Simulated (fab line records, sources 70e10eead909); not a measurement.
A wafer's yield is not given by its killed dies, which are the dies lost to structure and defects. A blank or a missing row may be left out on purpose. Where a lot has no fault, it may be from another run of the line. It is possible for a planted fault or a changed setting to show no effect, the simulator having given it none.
fab line records | flow nand_harc
record lots=11 | wafers=33 | last_day=34
route steps=1302 shown P_M1@298 END@1302
lots untouched by any fault: they come from a run of this same line in which no faults occurred
start_h: hours from the record's first day to the start of the lot's first wafer shown | wait_h: hours since the lot's step before | " same as the row above | L1.1+2: a single row standing in for several wafers | - no value, or no start was given | * or withheld: withheld | < > ~ a bound
route shown NAME@n: names a module that has steps shown in the file, with the first one's number in the route | usual: mean/standard deviation taken from wafers without a fault | same: alike in all rows | chamber/n: place in a boat | sites: each site's reading | _std_site: their standard deviation | _edge_site: the outer-site mean with the inner-site mean subtracted | radius_mm: for every site, how far away it sits from the centre of the wafer | mask NAME#n: copy n | behind: the most recent tool/chamber to have shaped the wafer | hold: reason for holding the lot/hours on hold/outcome of the hold | device: which transistor (n, p or np) failed to switch | end of line: the route-end tests of the same wafers | a step given without rows: its recipe and nothing more | killed: at the first sort, the dies lost to defects and structure; wafer yield is something else | map: a wafer's dies, marking killed ones x, the rest . and places with no die _
set.NAME: the setting that was run; set.NAME@STEP: the one run at that earlier step | model.NAME: the simulator's own value behind a step, which no gauge read
a sample of lots followed through the steps of the route, with each step as a table and each wafer as a row
services: from which hour (start_h, from the record's first day; less than 0 if before it) a tool's chamber was out of use, for how many hours, and why
## steps
# step NHARC_P_M1_DESCUM_14
# recipe time_s=3 | o2_flow_sccm=200 | ar_flow_sccm=0 | bias_power_w=0 | chemistry=O2
# usual drypump_motor_current_A=5.6/0.3 | o2_flow_sccm=200.0/0.56 | oes_product_au=0.999/0.0096 | rf_vpp_V=57.7/0.92 | showerhead_plenum_p_Torr=1.92/0.063 | throttle_valve_pct=11.310/0.0091
# same time_s=3
lot.wafer | tool        | chamber | start_h | wait_h | drypump_motor_current_A | o2_flow_sccm | oes_product_au | rf_hours_counter_h | rf_vpp_V | showerhead_plenum_p_Torr | throttle_valve_pct
L620.1    | rie_diel-11 | 1       | 155.68  | 0.1    | 5.9                     | 200.2        | 0.994          | 6                  | 58.9     | 1.99                     | 11.310
L620.2    | "           | 3       | "       | "      | 5.5                     | 199.9        | 0.996          | 5                  | 58.5     | 1.91                     | 11.309
L620.6    | "           | 1       | "       | "      | 5.8                     | 200.4        | 0.991          | -                  | 56.8     | 1.99                     | 11.305
L621.3    | rie_diel-01 | 2       | 160.92  | 0.1    | 5.5                     | 200.0        | 1.019          | 6                  | 57.4     | 1.94                     | 11.313
L621.1    | "           | 1       | "       | "      | 5.2                     | 200.0        | 0.994          | 6                  | 57.8     | 1.88                     | 11.305
L621.5    | "           | 2       | "       | "      | 5.5                     | 199.4        | 1.009          | -                  | 58.0     | 1.94                     | 11.298
L624.3    | rie_diel-11 | 0       | 190.83  | 0.1    | 5.7                     | 199.3        | 1.016          | 8                  | 57.1     | 1.86                     | 11.300
L624.6    | "           | 3       | "       | "      | 5.4                     | 199.9        | 1.009          | -                  | 58.2     | 1.91                     | 11.312
L624.5    | "           | 0       | "       | "      | 5.6                     | 199.6        | 1.013          | -                  | 56.8     | 1.86                     | 11.300
L629.1    | rie_diel-05 | 3       | 240.77  | 0.1    | 6.4                     | 200.3        | 0.993          | 1                  | 57.4     | 1.78                     | 11.309
L629.3    | "           | 2       | "       | "      | 6.1                     | 200.4        | 0.988          | 0                  | 58.3     | 1.84                     | 11.303
L629.6    | "           | 3       | "       | "      | 6.4                     | 200.1        | 0.993          | -                  | 57.3     | 1.78                     | 11.301
L630.2    | rie_diel-01 | 1       | 245.13  | 0.1    | 5.2                     | 200.5        | 0.982          | 2                  | 57.7     | 1.88                     | 11.302
L630.4    | "           | 0       | "       | "      | 5.8                     | 199.4        | 1.005          | 2                  | 57.2     | 2.03                     | 11.324
L630.5    | "           | 1       | "       | "      | 5.2                     | 201.0        | 0.973          | -                  | 58.0     | 1.88                     | 11.302
L632.1    | rie_diel-11 | 1       | 271.13  | 0.1    | 5.9                     | 200.2        | 1.005          | 1                  | 58.3     | 1.99                     | 11.319
L632.5    | "           | 3       | "       | "      | 5.4                     | 201.0        | 1.004          | -                  | 59.2     | 1.91                     | 11.310
L632.6    | "           | 0       | "       | "      | 5.6                     | 200.1        | 1.001          | -                  | 56.1     | 1.86                     | 11.299
L637.4    | rie_diel-01 | 3       | 321.53  | 0.1    | 5.8                     | 199.4        | 0.996          | 7                  | 57.3     | 1.85                     | 11.325
L637.5    | "           | 0       | "       | "      | 5.8                     | 200.2        | 1.002          | -                  | 57.3     | 2.03                     | 11.331
L637.6    | "           | 1       | "       | "      | 5.2                     | 199.1        | 0.985          | -                  | 58.4     | 1.88                     | 11.303
L638.1    | rie_diel-01 | 1       | 328.08  | 0.1    | 5.2                     | 199.7        | 0.991          | 8                  | 56.4     | 1.88                     | 11.310
L638.4    | "           | 2       | "       | "      | 5.5                     | 200.0        | 1.003          | 7                  | 57.5     | 1.93                     | 11.323
L638.6    | "           | 3       | "       | "      | 5.9                     | 200.1        | 0.992          | -                  | 55.4     | 1.85                     | 11.300
L639.1    | rie_diel-11 | 3       | 343.31  | 0.1    | 5.4                     | 199.8        | 0.997          | 8                  | 57.6     | 1.91                     | 11.318
L639.3    | "           | 0       | "       | "      | 5.7                     | 200.8        | 0.994          | 7                  | 56.9     | 1.85                     | 11.298
L639.6    | "           | 2       | "       | "      | 5.2                     | 198.9        | 1.014          | -                  | 60.1     | 1.94                     | 11.317
L640.1    | rie_diel-01 | 0       | 345.72  | 0.1    | 5.8                     | 200.3        | 0.996          | 9                  | 58.6     | 2.03                     | 11.305
L640.4    | "           | 1       | "       | "      | 5.2                     | 200.0        | 0.988          | 9                  | 57.0     | 1.88                     | 11.312
L640.6    | "           | 1       | "       | "      | 5.2                     | 200.4        | 0.987          | -                  | 58.1     | 1.88                     | 11.316
L641.2    | rie_diel-01 | 2       | 354.26  | 0.1    | 5.5                     | 198.7        | 1.011          | 9                  | 56.8     | 1.93                     | 11.306
L641.3    | "           | 0       | "       | "      | 5.8                     | 199.6        | 0.999          | 10                 | 58.7     | 2.03                     | 11.309
L641.5    | "           | 2       | "       | "      | 5.5                     | 199.0        | 1.002          | -                  | 57.2     | 1.93                     | 11.298
# step NHARC_P_M1_ETCH_28
# recipe target_depth_a=300 | over_etch_frac=0.3 | time_s=72.99 | ion_energy_ev=150 | cf4_flow_sccm=50 | n2_flow_sccm=100 | ar_flow_sccm=150 | rf_w=300 | bias_w=100 | chemistry=CF4/N2
# usual drypump_motor_current_A=5.6/0.31 | oes_product_au=0.999/0.0095 | rf_vpp_V=314.2/1.8 | showerhead_plenum_p_Torr=2.63/0.085 | throttle_valve_pct=19.793/0.0098
# same time_s=72.99
lot.wafer | tool        | chamber | start_h | wait_h | drypump_motor_current_A | oes_product_au | rf_hours_counter_h | rf_vpp_V | showerhead_plenum_p_Torr | throttle_valve_pct
L620.1    | rie_diel-01 | 0       | -       | -      | 5.8                     | 0.997          | 6                  | 316.8    | 2.78                     | 19.804
L620.2    | "           | 2       | "       | "      | 5.5                     | 1.006          | 6                  | 313.5    | 2.66                     | 19.803
L620.6    | "           | 3       | "       | "      | 5.9                     | 1.002          | -                  | 313.4    | 2.54                     | 19.805
L621.1    | rie_diel-01 | 2       | -       | -      | 5.5                     | 1.010          | 6                  | 315.0    | 2.66                     | 19.782
L621.3    | "           | 3       | "       | "      | 5.9                     | 0.985          | 7                  | 313.2    | 2.54                     | 19.791
L621.5    | "           | 0       | "       | "      | 5.8                     | 1.001          | -                  | 316.0    | 2.78                     | 19.783
L624.3    | rie_diel-01 | 3       | -       | -      | 5.9                     | 0.994          | 9                  | 311.8    | 2.54                     | 19.799
L624.5    | "           | 1       | "       | "      | 5.2                     | 1.001          | -                  | 313.9    | 2.59                     | 19.786
L624.6    | "           | 2       | "       | "      | 5.5                     | 1.014          | -                  | 314.1    | 2.66                     | 19.797
L629.3    | rie_diel-05 | 3       | -       | -      | 6.4                     | 0.994          | 1                  | 311.0    | 2.46                     | 19.796
L629.1    | "           | 2       | "       | "      | 6.1                     | 0.997          | 1                  | 311.9    | 2.54                     | 19.809
L629.6    | "           | 0       | "       | "      | 5.9                     | 1.011          | -                  | 313.8    | 2.60                     | 19.798
L630.4    | rie_diel-11 | 1       | -       | -      | 5.9                     | 0.988          | 14                 | 316.9    | 2.72                     | 19.803
L630.2    | "           | 2       | "       | "      | 5.1                     | 1.016          | 13                 | 315.9    | 2.67                     | 19.786
L630.5    | "           | 0       | "       | "      | 5.7                     | 1.008          | -                  | 313.0    | 2.55                     | 19.810
L632.1    | rie_diel-01 | 2       | -       | -      | 5.5                     | 1.012          | 4                  | 314.5    | 2.66                     | 19.793
L632.6    | "           | 1       | "       | "      | 5.2                     | 0.986          | -                  | 312.8    | 2.59                     | 19.784
L632.5    | "           | 2       | "       | "      | 5.5                     | 1.005          | -                  | 316.7    | 2.66                     | 19.796
L637.4    | rie_diel-01 | 2       | -       | -      | 5.5                     | 1.004          | 7                  | 314.9    | 2.65                     | 19.797
L637.5    | "           | 3       | "       | "      | 5.9                     | 1.011          | -                  | 312.7    | 2.54                     | 19.792
L637.6    | "           | 0       | "       | "      | 5.8                     | 1.011          | -                  | 318.4    | 2.78                     | 19.805
L638.4    | rie_diel-01 | 0       | -       | -      | 5.8                     | 1.009          | 8                  | 315.8    | 2.78                     | 19.799
L638.1    | "           | 2       | "       | "      | 5.5                     | 1.015          | 7                  | 315.2    | 2.65                     | 19.790
L638.6    | "           | 1       | "       | "      | 5.2                     | 0.993          | -                  | 312.7    | 2.58                     | 19.784
L639.3    | rie_diel-11 | 2       | -       | -      | 5.2                     | 0.990          | 9                  | 314.1    | 2.66                     | 19.788
L639.1    | "           | 1       | "       | "      | 5.9                     | 1.003          | 6                  | 316.5    | 2.72                     | 19.796
L639.6    | "           | 3       | "       | "      | 5.4                     | 0.983          | -                  | 314.5    | 2.62                     | 19.782
L640.1    | rie_diel-11 | 1       | -       | -      | 5.8                     | 1.013          | 6                  | 313.4    | 2.72                     | 19.786
L640.4    | "           | 3       | "       | "      | 5.4                     | 0.991          | 8                  | 315.3    | 2.62                     | 19.801
L640.6    | "           | 1       | "       | "      | 5.9                     | 1.008          | -                  | 315.2    | 2.72                     | 19.800
L641.3    | rie_diel-05 | 1       | -       | -      | 6.0                     | 0.991          | 38                 | 313.3    | 2.56                     | 19.784
L641.2    | "           | 2       | "       | "      | 6.1                     | 1.005          | 36                 | 310.1    | 2.52                     | 19.782
L641.5    | "           | 1       | "       | "      | 6.1                     | 0.997          | -                  | 312.7    | 2.56                     | 19.761
# step NHARC_P_M1_ECD_22
# recipe target_thk_a=4000 | bath_temp_c=25 | material=Cu
lot.wafer  | tool      | chamber | start_h | wait_h
L620.2+1+6 | ecd_cu-01 | 1,0,0   | 157.09  | -
L621.1+3+5 | ecd_cu-02 | 0,1,1   | 162.36  | -
L624.3+6+5 | ecd_cu-02 | 0,1,0   | 192.35  | -
L629.1+3+6 | ecd_cu-01 | 1,1,0   | 242.19  | -
L630.2+4+5 | ecd_cu-01 | 1       | 246.63  | -
L632.1+6+5 | ecd_cu-02 | 1,0,1   | 272.59  | -
L637.4+6+5 | ecd_cu-02 | 0,1,0   | 323.11  | -
L638.1+4+6 | ecd_cu-02 | 1,0,1   | 329.44  | -
L639.1+3+6 | ecd_cu-02 | 0,0,1   | 344.73  | -
L640.1+4+6 | ecd_cu-01 | 0,1,1   | 347.14  | -
L641.2+3+5 | ecd_cu-01 | 1,0,1   | 355.69  | -
# step NHARC_P_M1_CMP_23
# recipe t_overpolish_s=20 | target_thk_nm=157.82
# usual motor_current_A=12.0/1.3 | pad_life_wafers=193/99 | slurry_flow_ml_min=150.1/0.46 | time_to_endpoint_s=29/3.2
lot.wafer | tool   | chamber | start_h | wait_h | motor_current_A | pad_life_wafers | slurry_flow_ml_min | time_to_endpoint_s
L620.1    | cmp-01 | 2       | 157.81  | -      | 12.0            | 306             | 150.4              | 29
L620.2    | "      | 1       | "       | "      | 12.3            | 309             | 149.5              | 32
L620.6    | "      | 3       | "       | "      | 10.5            | -               | 150.1              | 35
L621.1    | cmp-03 | 2       | 163.06  | -      | 11.1            | 241             | 151.0              | 26
L621.3    | "      | 0       | "       | "      | 15.6            | 243             | 150.1              | 29
L621.5    | "      | 2       | "       | "      | 11.5            | -               | 151.0              | 28
L624.3    | cmp-03 | 3       | 192.99  | -      | 11.1            | 344             | 150.5              | 25
L624.5    | "      | 1       | "       | "      | 10.4            | -               | 149.7              | 25
L624.6    | "      | 2       | "       | "      | 11.7            | -               | 149.4              | 27
L629.3    | cmp-03 | 0       | 242.97  | -      | 15.8            | 164             | 150.0              | 26
L629.1    | "      | 1       | "       | "      | 10.5            | 165             | 149.8              | 26
L629.6    | "      | 2       | "       | "      | 11.6            | -               | 149.9              | 50
L630.4    | cmp-01 | 0       | 247.36  | -      | 12.7            | 258             | 149.4              | 30
L630.2    | "      | 3       | "       | "      | 10.8            | 261             | 150.5              | 64
L630.5    | "      | 0       | "       | "      | 13.4            | -               | 150.2              | 33
L632.1    | cmp-02 | 3       | 273.32  | -      | 12.9            | 110             | 149.8              | 27
L632.5    | "      | 1       | "       | "      | 12.3            | -               | 150.1              | 27
L632.6    | "      | 2       | "       | "      | 12.2            | -               | 149.8              | 22
L637.4    | cmp-01 | 2       | 323.71  | -      | 11.8            | 145             | 149.9              | 29
L637.5    | "      | 1       | "       | "      | 12.3            | -               | 149.7              | 29
L637.6    | "      | 2       | "       | "      | 12.0            | -               | 150.2              | 29
L638.1    | cmp-01 | 2       | 330.17  | -      | 11.8            | 174             | 150.8              | 24
L638.4    | "      | 0       | "       | "      | 13.1            | 176             | 149.4              | 30
L638.6    | "      | 2       | "       | "      | 12.0            | -               | 150.1              | 25
L639.3    | cmp-03 | 2       | 345.45  | -      | 11.4            | 175             | 149.9              | 27
L639.1    | "      | 3       | "       | "      | 10.8            | 176             | 150.2              | 29
L639.6    | "      | 1       | "       | "      | 10.5            | -               | 151.2              | 26
L640.1    | cmp-02 | 2       | 347.86  | -      | 12.3            | 67              | 149.7              | 30
L640.4    | "      | 0       | "       | "      | 10.8            | 69              | 150.5              | 29
L640.6    | "      | 1       | "       | "      | 12.6            | -               | 149.6              | 36
L641.3    | cmp-01 | 3       | 356.38  | -      | 10.2            | 282             | 150.7              | 34
L641.2    | "      | 1       | "       | "      | 13.3            | 284             | 149.4              | 30
L641.5    | "      | 3       | "       | "      | 10.7            | -               | 149.9              | 36
# step NHARC_P_M1_DEP_33
# recipe target_thk_a=300 | temp_c=370 | target_thk_nm=30 | pressure_torr=3 | flow_sccm=200 | rf_w=450 | material=SiCN
# usual heater_power_w=592/88 | showerhead_vpp_V=1288/56
lot.wafer | tool     | chamber | start_h | wait_h | heater_power_w | showerhead_vpp_V
L620.1    | pecvd-01 | 1       | 158.43  | 0.1    | 566            | 1307
L620.2    | "        | 2       | "       | "      | 611            | 1319
L620.6    | "        | 2       | "       | "      | 614            | 1345
L621.1    | pecvd-01 | 1       | 163.66  | 0.1    | 530            | 1315
L621.3    | "        | 0       | "       | "      | 587            | 1377
L621.5    | "        | 1       | "       | "      | 510            | 1305
L624.3    | pecvd-02 | 0       | 193.64  | 0.1    | 578            | 1180
L624.6    | "        | 1       | "       | "      | 505            | 1336
L624.5    | "        | 2       | "       | "      | 617            | 1212
L629.1    | pecvd-01 | 0       | 243.53  | 0.1    | 607            | 1365
L629.3    | "        | 2       | "       | "      | 563            | 1325
L629.6    | "        | 1       | "       | "      | 571            | 1299
L630.2    | pecvd-04 | 2       | 248.03  | 0.1    | 509            | 1301
L630.5    | "        | 2       | "       | "      | 521            | 1292
L630.4    | "        | 1       | "       | "      | 814            | 1328
L632.1    | pecvd-02 | 2       | 273.97  | 0.1    | 636            | 1247
L632.6    | "        | 0       | "       | "      | 517            | 1185
L632.5    | "        | 2       | "       | "      | 645            | 1222
L637.4    | pecvd-04 | 2       | 324.45  | 0.2    | 423            | 1277
L637.6    | "        | 0       | "       | "      | 643            | 1266
L637.5    | "        | 1       | "       | "      | 696            | 1331
L638.1    | pecvd-04 | 0       | 330.89  | 0.1    | 626            | 1237
L638.4    | "        | 1       | "       | "      | 808            | 1312
L638.6    | "        | 1       | "       | "      | 808            | 1342
L639.1    | pecvd-01 | 1       | 346.08  | 0.1    | 593            | 1315
L639.3    | "        | 2       | "       | "      | 625            | 1318
L639.6    | "        | 2       | "       | "      | 608            | 1360
L640.1    | pecvd-02 | 2       | 349.09  | 0.1    | 625            | 1237
L640.4    | "        | 2       | "       | "      | 610            | 1223
L640.6    | "        | 0       | "       | "      | 557            | 1191
L641.3    | pecvd-02 | 2       | 357.03  | 0.1    | 638            | 1250
L641.2    | "        | 0       | "       | "      | 489            | 1159
L641.5    | "        | 0       | "       | "      | 474            | 1168
# step NHARC_END_SORT_01
# recipe temp_c=25
# usual defect_limited_yield=90.6/2.9 | killed_at_array=59/20 | killed_at_other=0.8/1.2 | killed_at_periphery=3.5/2.2 | killed_dies=63/20 | killed_open=3.3/1.8 | killed_short=2.6/1.7
# same gross_dies=677
lot.wafer | tool      | chamber | start_h | wait_h | defect_limited_yield[%] | killed_at_array | killed_at_other | killed_at_periphery | killed_dies | killed_open | killed_short
L630.4    | prober-01 | 0       | 680.98  | 3.4    | 85.2                    | 99              | 0               | 1                   | 100         | 4           | 4
# killed by level:class
L630.4 A_CHANNEL_HOLE_D1:chamber_film_flake=38 A_SLIT:chamber_film_flake=27 A_CHANNEL_HOLE_D2:chamber_film_flake=11 A_CONTACT:chamber_film_flake=10 A_WL_FILL:geometric_particle:short=2 A_STAIRCASE:chamber_film_flake=2 P_GATE:geometric_particle:open=1 A_DECK1_JOINT:geometric_particle:open=1
## services
tool        | chamber | start_h | hours | kind
rie_diel-11 | 3       | 134.97  | 5.1   | repair
cmp-01      | -       | 148.99  | 0.5   | repair
rie_diel-11 | 3       | 149.52  | 2.6   | repair
cmp-01      | -       | 158.13  | 1.1   | repair
ecd_cu-01   | -       | 160.00  | 8.0   | pm
rie_diel-01 | 1       | 179.14  | 2.4   | repair
cmp-01      | -       | 185.50  | 4.0   | pm
ecd_cu-01   | -       | 195.15  | 1.5   | repair
cmp-01      | -       | 197.83  | 3.6   | repair
rie_diel-01 | -       | 203.80  | 9.0   | pm
rie_diel-11 | -       | 208.00  | 0.4   | repair
rie_diel-11 | 0       | 209.00  | 6.9   | repair
rie_diel-11 | 1       | 231.43  | 1.4   | repair
ecd_cu-02   | -       | 244.28  | 8.0   | pm
rie_diel-11 | -       | 255.50  | 9.0   | pm
rie_diel-01 | 2       | 276.71  | 2.2   | repair
cmp-01      | -       | 283.50  | 4.0   | pm
rie_diel-11 | -       | 295.58  | 0.6   | repair
cmp-01      | -       | 301.11  | 0.6   | repair
ecd_cu-02   | -       | 302.51  | 2.2   | repair
rie_diel-11 | 1       | 320.92  | 8.0   | repair
ecd_cu-01   | -       | 336.00  | 8.0   | pm
ecd_cu-02   | -       | 346.35  | 1.3   | repair
cmp-01      | -       | 348.53  | 2.3   | repair
## key
first_sign step=NHARC_P_M1_CMP_23 | reading=time_to_endpoint_s | direction=up | sigmas=8.6 | usual=* | struck=*
effect none on later readings
met_at NHARC_P_M1_ECD_22
struck_lots L629,L630
struck_wafers L629.6,L630.2
not_acting_at NHARC_P_M1_DESCUM_14,NHARC_P_M1_ETCH_28,NHARC_P_M1_DEP_33
onset_between 157.09 242.19
fault kind=process_parameter_drift | tool=ecd_cu-01 | chamber=- | onset_h=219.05 | steps=NHARC_P_M1_ECD_22 | channel=target_thk_a | offset=* | shape=step | end_h=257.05 | scope=struck_wafers_only | acts_in=* | stated=*
